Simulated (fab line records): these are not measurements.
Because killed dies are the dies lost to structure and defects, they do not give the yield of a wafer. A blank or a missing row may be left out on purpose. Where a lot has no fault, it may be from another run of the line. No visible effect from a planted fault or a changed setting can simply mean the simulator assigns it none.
fab line records ; flow nand-harc
[record] lots = 6; wafers = 18; last-day = 33
route steps=1302 shown A_ONON_D1@430 END@1302
lots untouched by any fault: they come from a run of this same line in which no faults occurred
start-h: hours from the record's opening day to when the first of the lot's shown wafers began ; wait-h: time in hours since the lot's previous step ; " unchanged from the row above ; L1.1+2: a single row standing in for several wafers ; - either no value or no given start ; * or withheld: withheld ; < > ~ a bound
route shown NAME@n: a module of which the file shows steps, and the number in the route of the first ; usual: mean/standard deviation of fault-free wafers ; same: alike in all rows ; chamber/n: place in a boat ; sites: readings site by site ; _std_site: standard deviation across them ; _edge_site: mean of outer sites minus mean of inner sites ; radius-mm: for every site, how far away it sits from the centre of the wafer ; mask NAME#n: copy n ; behind: the most recent tool/chamber to have shaped the wafer ; hold: why the lot was held/for how many hours/how that ended ; device: the transistor (n, p or np) that didn't switch ; end of line: tests run on the same wafers once the route is complete ; for a step that has no rows: nothing shown but its recipe ; killed: the dies lost at the first sort to structure and to defects; this is not the yield of the wafer ; map: the dies of a wafer, with x for killed, . for not killed, _ for no die there
set.NAME: the setting that was run; set.NAME@STEP: the one run at that earlier step ; model.NAME: the simulator's own value behind a step, which no gauge read
lots seen at some steps along the route; tables by step, rows by wafer
services: the hour from which a tool's chamber was out of use, counted from the record's first day as start-h (under 0 if before that day), plus the number of hours and why
[[steps]]
[step NHARC_A_ONON_D1_DEP_09]
[recipe] target-thk-a = 10000; n2-flow-sccm = 2750; n2o-flow-sccm = 2000; nh3-flow-sccm = 500; sih4-flow-sccm = 210; temp-c = 400
[step NHARC_A_ONON_D1_THK_MEAS_11]
[recipe] thk-meas-gauge = ellipsometry
[usual] thk-nm = 1002/7.9
lot.wafer;tool;chamber;start-h;wait-h;thk-nm
L416.3;film-metro-01;-;168.48;-;1010
L416.4;film-metro-01;-;168.48;-;1012
L416.5;film-metro-01;-;168.48;-;1011
L417.1;film-metro-01;-;182.18;-;1007
L417.2;film-metro-01;-;182.18;-;1006
L417.6;film-metro-01;-;182.18;-;1009
L419.3;film-metro-02;-;195.40;-;1001
L419.4;film-metro-02;-;195.40;-;999
L419.5;film-metro-02;-;195.40;-;1001
L422.3;film-metro-02;-;225.51;-;997
L422.5;film-metro-02;-;225.51;-;997
L422.6;film-metro-02;-;225.51;-;996
L421.1;film-metro-01;-;225.51;-;1013
L421.5;film-metro-01;-;225.51;-;1012
L421.6;film-metro-01;-;225.51;-;1014
L437.2;film-metro-01;-;383.42;-;1001
L437.5;film-metro-01;-;383.42;-;1002
L437.6;film-metro-01;-;383.42;-;1002
[step NHARC_A_ONON_D1_DEP_12]
[recipe] target-thk-a = 10000; n2-flow-sccm = 2750; n2o-flow-sccm = 2000; nh3-flow-sccm = 500; sih4-flow-sccm = 210; temp-c = 400
[step NHARC_A_ONON_D1_THK_MEAS_14]
[recipe] thk-meas-gauge = ellipsometry
[usual] thk-nm = 1002/8.4
lot.wafer;tool;chamber;start-h;wait-h;thk-nm
L416.3;film-metro-02;-;169.04;-;1010
L416.4;film-metro-02;-;169.04;-;1011
L416.5;film-metro-02;-;169.04;-;1011
L417.1;film-metro-02;-;182.75;-;1013
L417.2;film-metro-02;-;182.75;-;1012
L417.6;film-metro-02;-;182.75;-;1012
L419.3;film-metro-01;-;195.96;-;1001
L419.4;film-metro-01;-;195.96;-;1003
L419.5;film-metro-01;-;195.96;-;1001
L422.3;film-metro-01;-;226.08;-;1004
L422.5;film-metro-01;-;226.08;-;1004
L422.6;film-metro-01;-;226.08;-;1004
L421.1;film-metro-02;-;226.08;-;983
L421.5;film-metro-02;-;226.08;-;983
L421.6;film-metro-02;-;226.08;-;986
L437.2;film-metro-01;-;383.99;-;1002
L437.5;film-metro-01;-;383.99;-;1003
L437.6;film-metro-01;-;383.99;-;1004
[step NHARC_A_ONON_D1_ANNEAL_15]
[recipe] temp-c = 750; time-s = 3600
[step NHARC_A_ONON_D1_DEP_16]
[recipe] target-thk-a = 10000; n2-flow-sccm = 2750; n2o-flow-sccm = 2000; nh3-flow-sccm = 500; sih4-flow-sccm = 210; temp-c = 400
[step NHARC_A_ONON_D1_THK_MEAS_18]
[recipe] thk-meas-gauge = ellipsometry
[usual] thk-nm = 1001/12
lot.wafer;tool;chamber;start-h;wait-h;thk-nm
L416.3;film-metro-02;-;176.83;-;1010
L416.4;film-metro-02;-;176.83;-;1009
L416.5;film-metro-02;-;176.83;-;1008
L417.1;film-metro-02;-;192.18;-;995
L417.2;film-metro-02;-;192.18;-;994
L417.6;film-metro-02;-;192.18;-;993
L419.3;film-metro-01;-;203.74;-;1010
L419.4;film-metro-01;-;203.74;-;1012
L419.5;film-metro-01;-;203.74;-;1011
L422.3;film-metro-01;-;236.14;-;989
L422.5;film-metro-01;-;236.14;-;989
L422.6;film-metro-01;-;236.14;-;989
L421.1;film-metro-02;-;236.14;-;1010
L421.5;film-metro-02;-;236.14;-;1010
L421.6;film-metro-02;-;236.14;-;1011
L437.2;film-metro-02;-;395.99;-;990
L437.5;film-metro-02;-;395.99;-;989
L437.6;film-metro-02;-;395.99;-;990
[step NHARC_A_ONON_D1_DEP_19]
[recipe] target-thk-a = 10000; n2-flow-sccm = 2750; n2o-flow-sccm = 2000; nh3-flow-sccm = 500; sih4-flow-sccm = 210; temp-c = 400
[step NHARC_A_ONON_D1_THK_MEAS_21]
[recipe] thk-meas-gauge = ellipsometry
[usual] thk-nm = 1001/10
lot.wafer;tool;chamber;start-h;wait-h;thk-nm
L416.3;film-metro-02;-;177.40;-;984
L416.4;film-metro-02;-;177.40;-;985
L416.5;film-metro-02;-;177.40;-;984
L417.1;film-metro-01;-;192.74;-;1021
L417.2;film-metro-01;-;192.74;-;1020
L417.6;film-metro-01;-;192.74;-;1019
L419.3;film-metro-02;-;204.30;-;1008
L419.4;film-metro-02;-;204.30;-;1011
L419.5;film-metro-02;-;204.30;-;1012
L422.3;film-metro-01;-;236.71;-;977
L422.5;film-metro-01;-;236.71;-;979
L422.6;film-metro-01;-;236.71;-;978
L421.1;film-metro-02;-;236.71;-;1016
L421.5;film-metro-02;-;236.71;-;1018
L421.6;film-metro-02;-;236.71;-;1018
L437.2;film-metro-01;-;396.56;-;1006
L437.5;film-metro-01;-;396.56;-;1005
L437.6;film-metro-01;-;396.56;-;1004
[step NHARC_A_ONON_D1_DEP_22]
[recipe] target-thk-a = 10000; n2-flow-sccm = 2750; n2o-flow-sccm = 2000; nh3-flow-sccm = 500; sih4-flow-sccm = 210; temp-c = 400
[step NHARC_A_ONON_D1_THK_MEAS_24]
[recipe] thk-meas-gauge = ellipsometry
[usual] thk-nm = 1001/8.6
lot.wafer;tool;chamber;start-h;wait-h;thk-nm
L416.3;film-metro-01;-;177.96;-;1008
L416.4;film-metro-01;-;177.96;-;1008
L416.5;film-metro-01;-;177.96;-;1008
L417.1;film-metro-01;-;193.31;-;1000
L417.2;film-metro-01;-;193.31;-;1000
L417.6;film-metro-01;-;193.31;-;998
L419.3;film-metro-01;-;204.87;-;984
L419.4;film-metro-01;-;204.87;-;984
L419.5;film-metro-01;-;204.87;-;985
L421.1;film-metro-02;-;237.27;-;1022
L421.5;film-metro-02;-;237.27;-;1021
L421.6;film-metro-02;-;237.27;-;1020
L422.3;film-metro-01;-;237.28;-;996
L422.5;film-metro-01;-;237.28;-;996
L422.6;film-metro-01;-;237.28;-;997
L437.2;film-metro-02;-;397.13;-;1007
L437.5;film-metro-02;-;397.13;-;1006
L437.6;film-metro-02;-;397.13;-;1004
[step NHARC_A_ONON_D1_DEP_25]
[recipe] target-thk-a = 10000; n2-flow-sccm = 2750; n2o-flow-sccm = 2000; nh3-flow-sccm = 500; sih4-flow-sccm = 210; temp-c = 400
[usual] n2-flow-sccm = 2749/8.7
lot.wafer;tool;chamber;start-h;wait-h;n2-flow-sccm
L416.3;pecvd-onon-04;0;178.13;0.2;2751
L416.4;pecvd-onon-04;0;178.13;0.2;2743
L416.5;pecvd-onon-04;0;178.13;0.2;2736
L417.1;pecvd-onon-04;0;193.54;0.2;2747
L417.2;pecvd-onon-04;0;193.54;0.2;2749
L417.6;pecvd-onon-04;0;193.54;0.2;2754
L419.3;pecvd-onon-04;0;205.04;0.2;2740
L419.4;pecvd-onon-04;0;205.04;0.2;2737
L419.5;pecvd-onon-04;0;205.04;0.2;2752
L421.1;pecvd-onon-04;0;237.33;0.1;2764
L421.5;pecvd-onon-04;0;237.33;0.1;2757
L421.6;pecvd-onon-04;0;237.33;0.1;2759
L422.3;pecvd-onon-02;0;237.45;0.2;2735
L422.5;pecvd-onon-02;0;237.45;0.2;2738
L422.6;pecvd-onon-02;0;237.45;0.2;2738
L437.2;pecvd-onon-04;0;397.24;0.1;2740
L437.5;pecvd-onon-04;0;397.24;0.1;2741
L437.6;pecvd-onon-04;0;397.24;0.1;2729
[step NHARC_A_ONON_D1_THK_MEAS_27]
[recipe] thk-meas-gauge = ellipsometry
[usual] thk-nm = 997/11
lot.wafer;tool;chamber;start-h;wait-h;thk-nm
L416.3;film-metro-01;-;178.52;-;1000
L416.4;film-metro-01;-;178.52;-;998
L416.5;film-metro-01;-;178.52;-;1000
L417.1;film-metro-01;-;194.05;-;1006
L417.2;film-metro-01;-;194.05;-;1005
L417.6;film-metro-01;-;194.05;-;1006
L419.3;film-metro-01;-;205.44;-;984
L419.4;film-metro-01;-;205.44;-;983
L419.5;film-metro-01;-;205.44;-;1324
L422.3;film-metro-02;-;237.84;-;1001
L422.5;film-metro-02;-;237.84;-;999
L422.6;film-metro-02;-;237.84;-;1000
L421.1;film-metro-01;-;237.84;-;1011
L421.5;film-metro-01;-;237.84;-;1354
L421.6;film-metro-01;-;237.84;-;1009
L437.2;film-metro-02;-;397.69;-;1003
L437.5;film-metro-02;-;397.69;-;1001
L437.6;film-metro-02;-;397.69;-;1001
[step NHARC_A_ONON_D1_DEP_28]
[recipe] target-thk-a = 10000; n2-flow-sccm = 2750; n2o-flow-sccm = 2000; nh3-flow-sccm = 500; sih4-flow-sccm = 210; temp-c = 400
[step NHARC_END_SORT_01]
[recipe] temp-c = 25
[usual] killed-at-array = 49/19; killed-at-other = 0.9/1.1; killed-at-periphery = 4.0/2.7; killed-dies = 54/19; killed-open = 3.3/1.8; killed-short = 2.6/1.6
[same] gross-dies = 677
lot.wafer;tool;chamber;start-h;wait-h;killed-at-array;killed-at-other;killed-at-periphery;killed-dies;killed-open;killed-short
L416.3;prober-02;0;568.98;3.1;61;1;5;67;2;1
L416.4;prober-02;0;569.78;3.4;74;0;7;81;2;2
L416.5;prober-02;0;570.58;3.7;83;0;9;92;1;1
L419.3;prober-01;0;584.69;3.1;88;0;2;90;1;0
L419.4;prober-01;0;585.49;3.4;76;0;5;81;4;4
L419.5;prober-01;0;586.28;3.7;668;1;8;677;1;2
L421.1;prober-02;0;607.28;2.5;69;2;7;78;3;4
L421.5;prober-02;0;610.48;3.7;665;3;9;677;3;2
L421.6;prober-02;0;611.28;4.0;70;2;3;75;6;1
L422.3;prober-01;0;608.84;3.1;78;0;6;84;3;0
L422.5;prober-01;0;610.45;3.7;81;1;4;86;6;0
L422.6;prober-01;0;611.26;4.0;92;0;7;99;7;2
L437.2;prober-02;0;780.10;2.8;19;2;3;24;5;4
L437.5;prober-02;0;782.48;3.7;24;2;3;29;4;5
L437.6;prober-02;0;783.27;4.0;22;1;0;23;1;4
// killed by level:class
L416.3 A_SLIT:chamber-film-flake=25 A_CHANNEL_HOLE_D2:chamber-film-flake=14 A_CHANNEL_HOLE_D1:chamber-film-flake=9 A_CONTACT:chamber-film-flake=5 P_GATE:chamber-film-flake=2 A_STAIRCASE:chamber-film-flake=2 A_WL_FILL:chamber-film-flake=2 A_ONON_D1:geometric-particle:open=1
L416.4 A_CHANNEL_HOLE_D2:chamber-film-flake=25 A_CHANNEL_HOLE_D1:chamber-film-flake=21 A_SLIT:chamber-film-flake=16 A_ZERO_WELL:chamber-film-flake=5 A_CONTACT:chamber-film-flake=3 P_ZERO_WELL:chamber-film-flake=2 P_CONTACT:chamber-film-flake=2 P_CONTACT:geometric-particle:short=1
L416.5 A_CHANNEL_HOLE_D1:chamber-film-flake=33 A_CHANNEL_HOLE_D2:chamber-film-flake=26 A_SLIT:chamber-film-flake=15 P_CONTACT:chamber-film-flake=7 A_STAIRCASE:chamber-film-flake=3 A_WL_FILL:chamber-film-flake=2 A_SOURCE_PLATE:geometric-particle:open=1 A_CHANNEL_FILL_D2:geometric-particle:short=1
L419.3 A_CHANNEL_HOLE_D2:chamber-film-flake=30 A_SLIT:chamber-film-flake=27 A_CHANNEL_HOLE_D1:chamber-film-flake=19 A_STAIRCASE:chamber-film-flake=7 A_CHANNEL_FILL_D2:chamber-film-flake=3 A_M0:geometric-particle:open=1 P_STI:chamber-film-flake=1 P_GATE:chamber-film-flake=1
L419.4 A_CHANNEL_HOLE_D1:chamber-film-flake=36 A_CHANNEL_HOLE_D2:chamber-film-flake=18 A_SLIT:chamber-film-flake=12 P_ZERO_WELL:chamber-film-flake=3 P_GATE:chamber-film-flake=2 A_STAIRCASE:chamber-film-flake=2 A_CHANNEL_HOLE_D1:geometric-particle:short=1 A_CHANNEL_FILL_D1:geometric-particle:short=1
L419.5 A_ONON_D1:area-dep=619 A_CHANNEL_HOLE_D2:chamber-film-flake=15 A_SLIT:chamber-film-flake=15 A_CHANNEL_HOLE_D1:chamber-film-flake=11 A_STAIRCASE:chamber-film-flake=4 P_ZERO_WELL:chamber-film-flake=3 P_STI:chamber-film-flake=2 P_GATE:chamber-film-flake=2
L421.1 A_CHANNEL_HOLE_D2:chamber-film-flake=30 A_SLIT:chamber-film-flake=28 A_CONTACT:chamber-film-flake=4 P_M0:geometric-particle:open=2 P_ZERO_WELL:chamber-film-flake=2 P_GATE:chamber-film-flake=2 A_BLC:chamber-film-flake=2 THIN_TSV:chamber-film-flake=2
L422.3 A_CHANNEL_HOLE_D2:chamber-film-flake=37 A_CHANNEL_HOLE_D1:chamber-film-flake=17 A_SLIT:chamber-film-flake=12 A_CONTACT:chamber-film-flake=10 P_ZERO_WELL:chamber-film-flake=2 P_GATE:chamber-film-flake=2 P_M1:geometric-particle:open=1 A_ONON_D1:geometric-particle:open=1
L422.5 A_CHANNEL_HOLE_D2:chamber-film-flake=31 A_CHANNEL_HOLE_D1:chamber-film-flake=18 A_SLIT:chamber-film-flake=18 A_CONTACT:chamber-film-flake=10 P_M0:chamber-film-flake=2 P_CONTACT:geometric-particle:open=1 P_M0:geometric-particle:open=1 A_ONON_D1:geometric-particle:open=1
L421.5 A_ONON_D1:area-dep=603 A_SLIT:chamber-film-flake=26 A_CHANNEL_HOLE_D2:chamber-film-flake=20 P_GATE:chamber-film-flake=5 A_BLC:chamber-film-flake=5 A_CHANNEL_HOLE_D1:chamber-film-flake=4 THIN_TSV:chamber-film-flake=3 A_CONTACT:chamber-film-flake=2
L422.6 A_CHANNEL_HOLE_D1:chamber-film-flake=32 A_SLIT:chamber-film-flake=27 A_CHANNEL_HOLE_D2:chamber-film-flake=18 A_CONTACT:chamber-film-flake=9 A_CHANNEL_FILL_D2:geometric-particle:open=2 P_CONTACT:geometric-particle:open=1 P_CONTACT:geometric-particle:short=1 P_M0:geometric-particle:open=1
L421.6 A_CHANNEL_HOLE_D2:chamber-film-flake=28 A_SLIT:chamber-film-flake=16 A_BLC:chamber-film-flake=8 A_CONTACT:chamber-film-flake=5 A_CHANNEL_HOLE_D1:chamber-film-flake=4 P_GATE:chamber-film-flake=2 THIN_TSV:chamber-film-flake=2 P_GATE:geometric-particle:open=1
L437.2 A_SLIT:chamber-film-flake=4 A_CONTACT:chamber-film-flake=4 P_CONTACT:geometric-particle:open=2 HYBRID_BOND:chamber-film-flake=2 P_M0:geometric-particle:short=1 A_CHANNEL_FILL_D1:geometric-particle:open=1 A_ONON_D2:geometric-particle:short=1 A_CHANNEL_FILL_D2:geometric-particle:open=1
L437.5 A_CONTACT:chamber-film-flake=9 A_STAIRCASE:chamber-film-flake=5 A_SLIT:chamber-film-flake=3 A_CHANNEL_FILL_D1:geometric-particle:open=2 P_STI:geometric-particle:short=1 P_CONTACT:geometric-particle:open=1 A_ONON_D1:geometric-particle:short=1 A_DECK1_JOINT:geometric-particle:short=1
L437.6 A_SLIT:chamber-film-flake=7 A_CONTACT:chamber-film-flake=6 A_STAIRCASE:chamber-film-flake=3 A_CHANNEL_FILL_D1:geometric-particle:short=1 A_ONON_D2:geometric-particle:short=1 A_SGD_CUT:geometric-particle:short=1 A_CONTACT:geometric-particle:open=1 STARTING-WAFER:geometric-particle:short=1
// map L419.5 (x killed, . not)
____________x____________
_________xxxxxxx_________
_______xxxxxxxxxxx_______
______xxxxxxxxxxxxx______
_____xxxxxxxxxxxxxxx_____
____xxxxxxxxxxxxxxxxx____
____xxxxxxxxxxxxxxxxx____
___xxxxxxxxxxxxxxxxxxx___
___xxxxxxxxxxxxxxxxxxx___
__xxxxxxxxxxxxxxxxxxxxx__
__xxxxxxxxxxxxxxxxxxxxx__
_xxxxxxxxxxxxxxxxxxxxxxx_
_xxxxxxxxxxxxxxxxxxxxxxx_
_xxxxxxxxxxxxxxxxxxxxxxx_
_xxxxxxxxxxxxxxxxxxxxxxx_
_xxxxxxxxxxxxxxxxxxxxxxx_
xxxxxxxxxxxxxxxxxxxxxxxxx
xxxxxxxxxxxxxxxxxxxxxxxxx
xxxxxxxxxxxxxxxxxxxxxxxxx
xxxxxxxxxxxxxxxxxxxxxxxxx
xxxxxxxxxxxxxxxxxxxxxxxxx
_xxxxxxxxxxxxxxxxxxxxxxx_
_xxxxxxxxxxxxxxxxxxxxxxx_
_xxxxxxxxxxxxxxxxxxxxxxx_
_xxxxxxxxxxxxxxxxxxxxxxx_
_xxxxxxxxxxxxxxxxxxxxxxx_
__xxxxxxxxxxxxxxxxxxxxx__
__xxxxxxxxxxxxxxxxxxxxx__
___xxxxxxxxxxxxxxxxxxx___
___xxxxxxxxxxxxxxxxxxx___
____xxxxxxxxxxxxxxxxx____
____xxxxxxxxxxxxxxxxx____
_____xxxxxxxxxxxxxxx_____
______xxxxxxxxxxxxx______
_______xxxxxxxxxxx_______
_________xxxxxxx_________
____________x____________
// map L421.5 (x killed, . not)
____________x____________
_________xxxxxxx_________
_______xxxxxxxxxxx_______
______xxxxxxxxxxxxx______
_____xxxxxxxxxxxxxxx_____
____xxxxxxxxxxxxxxxxx____
____xxxxxxxxxxxxxxxxx____
___xxxxxxxxxxxxxxxxxxx___
___xxxxxxxxxxxxxxxxxxx___
__xxxxxxxxxxxxxxxxxxxxx__
__xxxxxxxxxxxxxxxxxxxxx__
_xxxxxxxxxxxxxxxxxxxxxxx_
_xxxxxxxxxxxxxxxxxxxxxxx_
_xxxxxxxxxxxxxxxxxxxxxxx_
_xxxxxxxxxxxxxxxxxxxxxxx_
_xxxxxxxxxxxxxxxxxxxxxxx_
xxxxxxxxxxxxxxxxxxxxxxxxx
xxxxxxxxxxxxxxxxxxxxxxxxx
xxxxxxxxxxxxxxxxxxxxxxxxx
xxxxxxxxxxxxxxxxxxxxxxxxx
xxxxxxxxxxxxxxxxxxxxxxxxx
_xxxxxxxxxxxxxxxxxxxxxxx_
_xxxxxxxxxxxxxxxxxxxxxxx_
_xxxxxxxxxxxxxxxxxxxxxxx_
_xxxxxxxxxxxxxxxxxxxxxxx_
_xxxxxxxxxxxxxxxxxxxxxxx_
__xxxxxxxxxxxxxxxxxxxxx__
__xxxxxxxxxxxxxxxxxxxxx__
___xxxxxxxxxxxxxxxxxxx___
___xxxxxxxxxxxxxxxxxxx___
____xxxxxxxxxxxxxxxxx____
____xxxxxxxxxxxxxxxxx____
_____xxxxxxxxxxxxxxx_____
______xxxxxxxxxxxxx______
_______xxxxxxxxxxx_______
_________xxxxxxx_________
____________x____________
[[services]]
tool;chamber;start-h;hours;kind
pecvd-onon-02;-;185.00;13.0;pm
pecvd-onon-04;-;311.06;13.0;pm
pecvd-onon-02;-;366.22;13.0;pm
[[key]]
[first-sign] step = NHARC_A_ONON_D1_THK_MEAS_27; reading = thk-nm; direction = up; sigmas = 31; usual = 997; struck = 1339
[effect] step = NHARC_END_SORT_01; reading = killed-dies; direction = up; sigmas = 33; usual = 54; struck = 677
[more-kills-born-at] NHARC_A_ONON_D1_DEP_25@pecvd-onon-04 = 1222
met-at NHARC_A_ONON_D1_DEP_25
struck-wafers L419.5,L421.5
later-rows-left-out L419.5,L421.5
tester-left-out L419,L421
onset-between 193.54 205.04
[fault] kind = process-parameter-drift; tool = pecvd-onon-04; chamber = -; onset-h = 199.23; steps = NHARC_A_ONON_D1_DEP_25; channel = target-thk-a; offset = *; shape = step; end-h = 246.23; scope = struck-wafers-only; acts-in = *; stated = *
// tester-left-out: of these lots the tester's yield and bins aren't shown, on N5 and GAA mostly nor the transistor test; their killed dies are dies lost to structure and defects alone, not to doping, threshold or leakage, so they don't give the yield
// later-rows-left-out: the simulator's readings of these wafers behind a module that went badly wrong aren't trusted and aren't shown, but for the sort
